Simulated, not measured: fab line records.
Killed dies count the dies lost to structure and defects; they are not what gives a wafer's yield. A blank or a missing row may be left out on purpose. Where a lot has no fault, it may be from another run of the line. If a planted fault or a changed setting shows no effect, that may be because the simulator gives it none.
Chamber matching :: flow nand-harc :: 4 sister chambers for NHARC_A_M0_CMP_23 on cmp-04
The step polishes, t overpolish 20 s, target thk 113.75 nm. 4 wafers are shown with their chamber, then 7 later ones without.

## WAFERS PAIRED WITH THEIR CHAMBERS
wafer: L085.1
chamber: 0
motor-current-A (A): 10.2

wafer: L085.5
chamber: 2
motor-current-A (A): 13.0

wafer: L088.1
chamber: 3
motor-current-A (A): 10.2

wafer: L088.4
chamber: 1
motor-current-A (A): 13.8

## WAFERS WITH NO CHAMBER GIVEN
wafer: L088.5
motor-current-A (A): 12.5

wafer: L095.1
motor-current-A (A): 10.5

wafer: L095.3
motor-current-A (A): 12.7

wafer: L095.4
motor-current-A (A): 9.7

wafer: L093.2
motor-current-A (A): 12.1

wafer: L093.4
motor-current-A (A): 13.4

wafer: L093.6
motor-current-A (A): 10.5

## EACH ONE'S CHAMBER
wafer: L088.5
from the rows above: can't be placed: 2 or 1
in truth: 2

wafer: L095.1
from the rows above: can't be placed: 0 or 3
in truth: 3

wafer: L095.3
from the rows above: can't be placed: 2 or 1
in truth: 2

wafer: L095.4
from the rows above: can't be placed: 0 or 3
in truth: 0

wafer: L093.2
from the rows above: can't be placed: 2 or 1
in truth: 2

wafer: L093.4
from the rows above: can't be placed: 1 or 2
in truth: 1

wafer: L093.6
from the rows above: can't be placed: 0 or 3
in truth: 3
Correct placement for 0 of the 7. From these rows, 7 cannot be placed; in 7 the true chamber is one of the candidates. Wrongly placed: 0.
How it was worked out, from the rows above alone: a wafer's distance from a chamber is the root of the sum, over the readings, of the square of ((its reading less the chamber's mean) divided by the reading's scatter). The wafer belongs to the nearest chamber; if the next one is less than 2 further off, it can't be placed. A chamber's mean is the mean of its shown wafers. The scatter: with one shown wafer a chamber, the root of the mean of the squares of how far each hidden wafer lies from its nearest shown one.
